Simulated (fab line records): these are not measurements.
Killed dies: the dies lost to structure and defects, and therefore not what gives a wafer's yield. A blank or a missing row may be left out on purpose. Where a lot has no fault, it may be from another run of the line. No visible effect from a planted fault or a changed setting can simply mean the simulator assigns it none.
fab line records | flow nandHarc
[record] lots = 5 wafers = 14 lastDay = 24
route steps=1159 shown A_STAIRCASE@736 A_SGD_CUT@747 END@1159
lots that met no fault: taken from a fault-free run of the same line
startH: hours from the record's opening day to when the first of the lot's shown wafers began | waitH: time in hours since the lot's previous step | " the same as in the row above | L1.1+2: a single row standing in for several wafers | - either no value or no given start | * or withheld: withheld | < > ~ a bound
route shown NAME@n: names a module that has steps shown in the file, with the first one's number in the route | usual: mean/standard deviation taken from wafers without a fault | same: alike in all rows | chamber/n: place in a boat | sites: each site's reading | _std_site: the standard deviation of these | _edge_site: inner sites' mean taken away from outer sites' mean | radiusMm: for every site, how far away it sits from the centre of the wafer | mask NAME#n: copy n | behind: the tool/chamber that last shaped the wafer | hold: reason for holding the lot/hours on hold/outcome of the hold | device: which transistor (n, p or np) failed to switch | end of line: at the end of the route, the tests of the same wafers | a step given without rows: its recipe and nothing more | killed: not the wafer's yield, but the dies lost to structure and defects at the first sort | map: the dies of a wafer, with x for killed, . for not killed, _ for no die there
set.NAME: the setting as run; set.NAME@STEP: as run at that earlier step | model.NAME: the simulator's own value behind a step, which no gauge read
a table for each step, a row for each wafer; lots at some steps of the route
services: the hour from which a tool's chamber was out of use, counted from the record's first day as startH (under 0 if before that day), plus the number of hours and why
[[steps]]
[step NHARC_A_STAIRCASE_SRD_154]
[step NHARC_A_STAIRCASE_ETCH_403]
[recipe] targetDepthA = 1082 chemistry = dHF material = SiO2
[step NHARC_A_STAIRCASE_ETCHBACK_422]
[recipe] targetDepthA = 400 overEtchFrac = 0.3 timeS = 74.286 ionEnergyEv = 120 ch3fFlowSccm = 50 o2FlowSccm = 30 arFlowSccm = 200 rfW = 500 biasW = 100 chemistry = CH3F/O2
[step NHARC_A_STAIRCASE_ETCH_423]
[recipe] targetDepthA = 300 chemistry = dHF material = SiO2
[step NHARC_A_STAIRCASE_ETCHBACK_157]
[recipe] targetDepthA = 900 overEtchFrac = 0.3 timeS = 167.14 ionEnergyEv = 120 ch3fFlowSccm = 50 o2FlowSccm = 30 arFlowSccm = 200 rfW = 500 biasW = 100 chemistry = CH3F/O2
[step NHARC_A_STAIRCASE_STRIP_475]
[recipe] timeS = 20 o2FlowSccm = 500 arFlowSccm = 0 biasW = 0 chemistry = O2
[usual] drypumpMotorCurrentA = 5.8/0.31 oesProductAu = 1.001/0.0084 rfVppV = 57.8/0.82 showerheadPlenumPTorr = 3.56/0.095 throttleValvePct = 17.036/0.0087
// columns lot.wafer tool chamber startH waitH drypumpMotorCurrentA oesProductAu rfHoursCounterH rfVppV showerheadPlenumPTorr throttleValvePct
L216.3 rieDiel-03 0 - - 5.9 0.998 30 58.7 3.52 17.036
L216.4 " 3 " " 5.7 0.996 33 57.1 3.38 17.017
L216.5 " 1 " " 5.6 1.009 - 58.1 3.55 17.024
L220.5 rieDiel-03 0 - - 5.9 0.990 - 56.5 3.51 17.035
L220.6 " 1 " " 5.6 1.000 - 57.8 3.54 17.053
L223.1 rieDiel-11 2 - - 5.4 1.009 57 58.4 3.66 17.042
L223.3 " 0 " " 6.1 0.996 47 58.0 3.55 17.040
L223.6 " 1 " " 5.8 0.990 - 56.8 3.55 17.024
L234.2 rieDiel-11 0 - - 6.1 1.015 17 56.6 3.54 17.032
L234.6 " 3 " " 5.5 0.993 - 58.5 3.55 17.020
L234.5 " 0 " " 6.1 1.008 - 58.7 3.54 17.028
L235.4 rieDiel-11 2 - - 5.4 1.005 18 58.4 3.65 17.022
L235.2 " 3 " " 5.5 0.991 19 56.1 3.55 17.045
L235.1 " 1 " " 5.8 0.997 17 57.5 3.54 17.043
[step NHARC_A_STAIRCASE_DEP_471]
[recipe] targetThkA = 1000 tempC = 400 pressureTorr = 6.5 rfW = 900 teosFlowSccm = 161.4 flowSccm = 2650 targetThkNm = 100 gas = O2 material = SiO2
[step NHARC_A_STAIRCASE_CMP_472]
[recipe] material = SiO2
[step NHARC_A_STAIRCASE_SRD_474]
[step NHARC_A_STAIRCASE_INSPECT_155]
[usual] rawDefectCount = 346/110
// columns lot.wafer tool chamber startH waitH rawDefectCount
L216.3 defectInspect-01 - 316.89 0.1 312
L216.4 " - " " 217
L216.5 " - " " 275
L220.5 defectInspect-01 - 337.32 0.1 263
L220.6 " - " " 465
L223.1 defectInspect-01 - 348.85 0.1 269
L223.3 " - " " 271
L223.6 " - " " 353
L234.2 defectInspect-01 - 420.67 0.1 302
L234.5 " - " " 357
L234.6 " - " " 248
L235.1 defectInspect-02 - 422.15 0.1 338
L235.2 " - " " 586
L235.4 " - " " 409
[step NHARC_A_SGD_CUT_DEP_00]
[recipe] targetThkA = 500 tempC = 400 targetThkNm = 50 flowSccm = 200 rfW = 450 material = SiNx
[usual] heaterPowerW = 730/86
// columns lot.wafer tool chamber startH waitH heaterPowerW
L216.3 pecvd-01 2 316.96 0.1 674
L216.5 " 0 " " 897
L216.4 " 1 " " 690
L220.6 pecvd-01 1 337.50 0.2 668
L220.5 " 2 " " 755
L223.3 pecvd-02 2 348.92 0.1 699
L223.1 " 1 " " 649
L223.6 " 1 " " 665
L234.2 pecvd-04 2 420.76 0.1 790
L234.6 " 1 " " 762
L234.5 " 0 " " 688
L235.1 pecvd-02 1 422.25 0.1 650
L235.2 " 2 " " 672
L235.4 " 1 " " 662
[step NHARC_A_SGD_CUT_DEHYDRATE_01]
[recipe] tempC = 150 timeS = 120
[step NHARC_A_SGD_CUT_HMDS_02]
[recipe] timeS = 30
[step NHARC_A_SGD_CUT_COAT_56]
[recipe] tempC = 260 timeS = 75
[step NHARC_A_SGD_CUT_COAT_57]
[recipe] tempC = 225 timeS = 65
[step NHARC_A_SGD_CUT_COAT_03]
[recipe] spinRpm = 1500 resistThkNm = 90
[step NHARC_A_SGD_CUT_SOFTBAKE_04]
[recipe] tempC = 105 timeS = 55
[step NHARC_A_SGD_CUT_EBR_05]
[step NHARC_A_SGD_CUT_EXPOSE_06]
[recipe] na = 1.35 doseMj = 85.59 maskId = SGD
[step NHARC_A_SGD_CUT_PEB_07]
[recipe] pebTempC = 100 pebTimeS = 65
[step NHARC_A_SGD_CUT_DEVELOP_08]
[recipe] developTimeS = 35 devTempC = 23
[step NHARC_A_SGD_CUT_CD_MEAS_09]
[recipe] targetCdNm = 100 landingEnergyEv = 500
[usual] cdNm = 100.0/0.56
// columns lot.wafer tool chamber startH waitH cdNm
L216.3 cdSem-03 0 317.68 - 100.1
L216.4 " 0 " " 99.1
L216.5 " 0 " " 99.8
L220.5 cdSem-02 0 338.14 - 100.7
L220.6 " 0 " " 99.9
L223.1 cdSem-03 0 349.64 - 99.3
L223.3 " 0 " " 99.4
L223.6 " 0 " " 99.5
L234.2 cdSem-03 0 421.36 - 99.8
L234.5 " 0 " " 99.9
L234.6 " 0 " " 100.3
L235.1 cdSem-03 0 422.94 - 99.7
L235.2 " 0 " " 100.4
L235.4 " 0 " " 100.1
[step NHARC_A_SGD_CUT_OVL_MEAS_10]
[usual] overlayXNm = 0.1/0.83 overlayYNm = 0.2/0.72
// columns lot.wafer tool chamber startH waitH overlayXNm overlayYNm
L216.3 overlay-02 - 317.77 - 0.4 0.2
L216.4 " - " " 0.5 0.2
L216.5 " - " " 1.3 -0.3
L220.5 overlay-01 - 338.22 - -0.3 0.6
L220.6 " - " " -0.1 -0.1
L223.1 overlay-02 - 349.73 - 1.7 -1.1
L223.3 " - " " 1.6 -1.1
L223.6 " - " " 1.5 -1.2
L234.2 overlay-02 - 421.45 - -0.5 0.1
L234.5 " - " " -0.2 -0.2
L234.6 " - " " -0.3 -0.4
L235.1 overlay-01 - 423.03 - -0.5 -0.5
L235.2 " - " " 0.0 -0.2
L235.4 " - " " 0.0 0.2
[step NHARC_A_SGD_CUT_INSPECT_11]
[usual] rawDefectCount = 18/11
// columns lot.wafer tool chamber startH waitH rawDefectCount
L216.3 defectInspect-01 - 317.80 0.0 10
L216.4 " - " " 10
L216.5 " - " " 7
L220.5 defectInspect-01 - 338.26 0.0 8
L220.6 " - " " 11
L223.1 defectInspect-02 - 349.76 0.0 19
L223.3 " - " " 24
L223.6 " - " " 24
L234.2 defectInspect-02 - 421.49 0.0 16
L234.5 " - " " 15
L234.6 " - " " 14
L235.1 defectInspect-01 - 423.07 0.0 37
L235.2 " - " " 39
L235.4 " - " " 30
[step NHARC_A_SGD_CUT_DESCUM_14]
[recipe] timeS = 3 o2FlowSccm = 200 arFlowSccm = 0 biasPowerW = 0 chemistry = O2
[usual] drypumpMotorCurrentA = 5.8/0.7 oesProductAu = 0.999/0.01 rfVppV = 57.7/0.91 showerheadPlenumPTorr = 1.90/0.095 throttleValvePct = 11.310/0.0091
// columns lot.wafer tool chamber startH waitH drypumpMotorCurrentA oesProductAu rfHoursCounterH rfVppV showerheadPlenumPTorr throttleValvePct
L216.3 rieDiel-05 2 317.89 0.1 4.7 1.007 16 57.6 1.81 11.332
L216.4 " 0 " " 4.7 0.984 - 57.3 1.81 11.298
L216.5 " 2 " " 4.7 1.006 - 57.8 1.81 11.321
L220.6 rieDiel-05 0 338.36 0.1 4.7 0.988 - 57.8 1.81 11.296
L220.5 " 1 " " 6.4 1.018 - 57.5 1.99 11.334
L223.1 rieDiel-04 1 349.82 0.1 6.6 1.019 4 57.3 1.88 11.309
L223.3 " 3 " " 5.2 1.006 3 57.6 2.05 11.297
L223.6 " 2 " " 5.7 0.985 - 58.1 1.79 11.329
L234.2 rieDiel-04 2 421.55 0.1 5.7 0.991 8 57.2 1.78 11.310
L234.6 " 2 " " 5.7 0.992 - 58.0 1.79 11.290
L234.5 " 3 " " 5.2 0.990 - 59.4 2.05 11.304
L235.4 rieDiel-04 0 423.13 0.1 5.3 0.996 9 57.9 1.79 11.316
L235.2 " 1 " " 6.6 1.010 9 57.5 1.87 11.315
L235.1 " 2 " " 5.7 0.996 9 57.8 1.78 11.312
[step NHARC_A_SGD_CUT_ETCH_58]
[recipe] targetDepthA = 390 overEtchFrac = 0.3 timeS = 65 ionEnergyEv = 80 cf4FlowSccm = 150 arFlowSccm = 0 rfW = 300 biasW = 100 chemistry = CF4
[step NHARC_A_SGD_CUT_ETCH_59]
[recipe] targetDepthA = 2600 overEtchFrac = 0.25 timeS = 406.25 ionEnergyEv = 200 n2FlowSccm = 150 h2FlowSccm = 150 arFlowSccm = 0 rfW = 400 biasW = 150 chemistry = N2/H2
[usual] drypumpMotorCurrentA = 5.7/0.69 oesProductAu = 0.999/0.011 rfVppV = 430/3 showerheadPlenumPTorr = 2.02/0.11 throttleValvePct = 14.171/0.0087
// columns lot.wafer tool chamber startH waitH drypumpMotorCurrentA oesProductAu rfHoursCounterH rfVppV showerheadPlenumPTorr throttleValvePct
L216.3 rieDiel-05 2 - - 4.7 1.007 16 427 1.93 14.170
L216.5 " 0 " " 4.7 0.990 - 429 1.93 14.162
L216.4 " 2 " " 4.7 1.003 - 427 1.93 14.166
L220.5 rieDiel-05 1 - - 6.4 1.016 - 433 2.12 14.174
L220.6 " 2 " " 4.7 0.996 - 427 1.93 14.174
L223.3 rieDiel-04 0 - - 5.3 1.010 4 428 1.91 14.168
L223.1 " 1 " " 6.6 1.022 4 430 2.00 14.198
L223.6 " 0 " " 5.3 1.007 - 425 1.91 14.165
L234.2 rieDiel-04 2 - - 5.7 0.986 8 425 1.90 14.181
L234.5 " 0 " " 5.3 0.994 - 427 1.91 14.168
L234.6 " 1 " " 6.6 1.024 - 430 2.00 14.160
L235.2 rieDiel-04 2 - - 5.7 0.987 9 426 1.90 14.170
L235.4 " 3 " " 5.2 0.993 9 434 2.19 14.168
L235.1 " 1 " " 6.6 1.016 9 429 2.00 14.161
[step NHARC_A_SGD_CUT_ETCH_15]
[recipe] targetDepthA = 750 timeS = 64.3 ch3fFlowSccm = 50 o2FlowSccm = 30 arFlowSccm = 200 rfW = 500 biasW = 100 chemistry = CH3F/O2
[step NHARC_A_SGD_CUT_ETCH_16]
[recipe] targetDepthA = 3105 timeS = 155.2 c4f8FlowSccm = withheld o2FlowSccm = 8 arFlowSccm = withheld rfW = 600 biasW = 800 chemistry = C4F8/O2/Ar
[usual] oesProductAu = 0.971/0.014 rfVppV = 722/4.8
// columns lot.wafer tool chamber startH waitH oesProductAu rfHoursCounterH rfVppV
L216.3 rieDiel-05 1 - - 0.977 16 727
L216.5 " 0 " " 0.964 - 716
L216.4 " 1 " " 0.986 - 727
L220.6 rieDiel-05 2 - - 0.985 - 717
L220.5 " 0 " " 0.968 - 718
L223.1 rieDiel-04 2 - - 0.954 3 715
L223.3 " 0 " " 0.974 4 716
L223.6 " 3 " " 0.970 - 728
L234.2 rieDiel-04 1 - - 0.964 9 721
L234.5 " 1 " " 0.965 - 721
L234.6 " 2 " " 0.929 - 716
L235.4 rieDiel-04 1 - - 0.978 9 723
L235.1 " 2 " " 0.963 9 715
L235.2 " 0 " " 0.966 9 720
[step NHARC_A_SGD_CUT_STRIP_60]
[recipe] c4f8FlowSccm = withheld o2FlowSccm = 8 arFlowSccm = withheld biasW = 0 chemistry = C4F8/O2/Ar
[step NHARC_A_SGD_CUT_STRIP_17]
[recipe] o2FlowSccm = 500 arFlowSccm = 0 biasW = 0 chemistry = O2
[step NHARC_A_SGD_CUT_PRECLEAN_18]
[recipe] timeS = * tempC = 50 bathAgeMin = 0 chemistry = SC1
[step NHARC_A_SGD_CUT_SRD_19]
[step NHARC_A_SGD_CUT_DEP_20]
[recipe] targetThkA = 1500 tempC = 65 material = SiO2
[step NHARC_A_SGD_CUT_ANNEAL_27]
[recipe] tempC = 450 timeS = 1800
[step NHARC_A_SGD_CUT_CMP_21]
[recipe] targetThkNm = 148.19
[step NHARC_A_SGD_CUT_SRD_23]
[step NHARC_A_SGD_CUT_ETCH_26]
[recipe] targetDepthA = 458 chemistry = dHF material = SiO2
[step NHARC_A_SGD_CUT_ETCHBACK_24]
[recipe] targetDepthA = 500 overEtchFrac = 0.3 timeS = 92.857 ionEnergyEv = 120 ch3fFlowSccm = 50 o2FlowSccm = 30 arFlowSccm = 200 rfW = 500 biasW = 100 chemistry = CH3F/O2
[usual] ch3fFlowSccm = 50.01/0.16 drypumpMotorCurrentA = 5.8/0.67 oesProductAu = 0.97/0.036 rfVppV = 244.0/1.8 showerheadPlenumPTorr = 2.44/0.12 throttleValvePct = 20.663/0.0098
// columns lot.wafer tool chamber startH waitH ch3fFlowSccm drypumpMotorCurrentA oesProductAu rfHoursCounterH rfVppV showerheadPlenumPTorr throttleValvePct
L216.4 rieDiel-04 1 324.22 0.1 50.01 6.6 0.94 2 243.5 2.41 20.658
L216.3 " 3 " " 50.00 5.2 0.93 2 245.8 2.63 20.658
L216.5 " 1 " " 50.02 6.6 0.94 - 243.7 2.41 20.669
L220.6 rieDiel-04 3 343.32 0.3 49.51 5.2 1.00 - 247.3 2.63 20.658
L220.5 " 0 " " 50.00 5.3 1.00 - 241.5 2.31 20.658
L223.3 rieDiel-04 2 356.04 0.2 50.10 5.7 0.93 3 243.6 2.30 20.672
L223.1 " 3 " " 50.06 5.2 0.94 4 246.8 2.63 20.657
L223.6 " 1 " " 50.11 6.6 0.97 - 244.2 2.41 20.666
L235.1 rieDiel-04 1 428.44 0.1 49.71 6.6 0.94 9 242.2 2.41 20.652
L235.4 " 3 " " 50.02 5.2 0.93 9 246.1 2.63 20.681
L235.2 " 0 " " 50.06 5.3 0.92 10 242.5 2.31 20.676
L234.2 rieDiel-05 0 428.59 0.1 50.07 4.7 0.99 9 240.8 2.33 20.668
L234.5 " 0 " " 49.84 4.7 0.98 - 244.1 2.33 20.652
L234.6 " 1 " " 50.36 6.4 0.99 - 245.9 2.55 20.677
[step NHARC_END_SORT_01]
[recipe] tempC = 25
[usual] killedAtArray = 28/11 killedAtOther = 0.5/0.85 killedAtPeriphery = 2.7/1.9 killedDies = 32/12 killedOpen = 3.3/1.6 killedShort = 2.1/1.5
[same] grossDies = 677
// columns lot.wafer tool chamber startH waitH killedAtArray killedAtOther killedAtPeriphery killedDies killedOpen killedShort
L220.6 prober-01 0 492.33 4.0 675 0 2 677 7 4
// killed by level:class
L220.6 A_SGD_CUT:areaDep=649 A_SLIT:chamberFilmFlake=9 A_CHANNEL_HOLE_D1:chamberFilmFlake=4 A_CONTACT:geometricParticle:open=3 A_CHANNEL_FILL_D1:geometricParticle:open=2 A_WL_FILL:geometricParticle:short=2 A_ONON_D1:geometricParticle:open=1 A_CHANNEL_HOLE_D1:geometricParticle:open=1
// map L220.6 (x killed, . not)
____________x____________
_________xxxxxxx_________
_______xxxxxxxxxxx_______
______xxxxxxxxxxxxx______
_____xxxxxxxxxxxxxxx_____
____xxxxxxxxxxxxxxxxx____
____xxxxxxxxxxxxxxxxx____
___xxxxxxxxxxxxxxxxxxx___
___xxxxxxxxxxxxxxxxxxx___
__xxxxxxxxxxxxxxxxxxxxx__
__xxxxxxxxxxxxxxxxxxxxx__
_xxxxxxxxxxxxxxxxxxxxxxx_
_xxxxxxxxxxxxxxxxxxxxxxx_
_xxxxxxxxxxxxxxxxxxxxxxx_
_xxxxxxxxxxxxxxxxxxxxxxx_
_xxxxxxxxxxxxxxxxxxxxxxx_
xxxxxxxxxxxxxxxxxxxxxxxxx
xxxxxxxxxxxxxxxxxxxxxxxxx
xxxxxxxxxxxxxxxxxxxxxxxxx
xxxxxxxxxxxxxxxxxxxxxxxxx
xxxxxxxxxxxxxxxxxxxxxxxxx
_xxxxxxxxxxxxxxxxxxxxxxx_
_xxxxxxxxxxxxxxxxxxxxxxx_
_xxxxxxxxxxxxxxxxxxxxxxx_
_xxxxxxxxxxxxxxxxxxxxxxx_
_xxxxxxxxxxxxxxxxxxxxxxx_
__xxxxxxxxxxxxxxxxxxxxx__
__xxxxxxxxxxxxxxxxxxxxx__
___xxxxxxxxxxxxxxxxxxx___
___xxxxxxxxxxxxxxxxxxx___
____xxxxxxxxxxxxxxxxx____
____xxxxxxxxxxxxxxxxx____
_____xxxxxxxxxxxxxxx_____
______xxxxxxxxxxxxx______
_______xxxxxxxxxxx_______
_________xxxxxxx_________
____________x____________
// map L216.3 (x killed, . not)
____________.____________
_________......._________
_______..........._______
______..........x..______
_____..........x...._____
____.........xx......____
____...........x.....____
___.x.................___
___....x..............___
__.....................__
__..........x..........__
_......................._
_......................._
_......x................_
_......................._
_...x..................._
.......x.................
.........................
.........................
.........................
...................x.....
_......................._
_................x......_
_.........x............._
_....x.x.x........x....._
_......................._
__.x...................__
__x.......x............__
___................x..___
___.x.................___
____.......x.........____
____.................____
_____x.............._____
______......x......______
_______..........._______
_________......._________
____________.____________
[[services]]
// columns tool chamber startH hours kind
rieDiel-04 0 297.90 - clean
rieDiel-04 1 297.90 - clean
rieDiel-04 2 297.90 - clean
rieDiel-04 3 297.90 - clean
rieDiel-05 3 307.16 35.4 repair
pecvd-01 - 318.23 4.8 repair
rieDiel-04 0 322.40 - clean
rieDiel-04 1 322.40 - clean
rieDiel-04 2 322.40 - clean
rieDiel-04 3 322.40 - clean
pecvd-02 - 334.45 13.0 pm
rieDiel-11 - 339.93 0.7 repair
rieDiel-05 - 340.61 9.0 pm
rieDiel-04 0 346.90 - clean
rieDiel-04 1 346.90 - clean
rieDiel-04 2 346.90 - clean
pecvd-04 1 349.16 6.1 repair
pecvd-01 2 361.15 11.4 repair
rieDiel-03 1 362.93 8.5 repair
rieDiel-11 - 368.53 9.0 pm
pecvd-04 - 376.46 13.0 pm
rieDiel-03 - 392.40 9.0 pm
rieDiel-11 2 393.87 1.4 repair
pecvd-01 - 418.00 13.0 pm
[[key]]
[firstSign] step = NHARC_END_SORT_01 reading = killedAtArray direction = up sigmas = 57 usual = 28 struck = 675
[effect] step = NHARC_END_SORT_01 reading = killedDies direction = up sigmas = 55 usual = 32 struck = 677
[moreKillsBornAt] NHARC_A_SGD_CUT_DEP_00@pecvd-01 = 649
metAt NHARC_A_SGD_CUT_DEP_00
struckWafers L220.6
laterRowsLeftOut L220.6
testerLeftOut L220
onsetBetween 316.96 337.50
[fault] kind = processParameterDrift tool = pecvd-01 chamber = - onsetH = 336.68 steps = NHARC_A_SGD_CUT_DEP_00 channel = targetThkA offset = * shape = step endH = 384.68 scope = struckWafersOnly actsIn = * stated = *
// testerLeftOut: of these lots the tester's yield and bins aren't shown, on N5 and GAA mostly nor the transistor test; their killed dies are dies lost to structure and defects alone, not to doping, threshold or leakage, so they don't give the yield
// laterRowsLeftOut: the simulator's readings of these wafers behind a module that went badly wrong aren't trusted and aren't shown, but for the sort
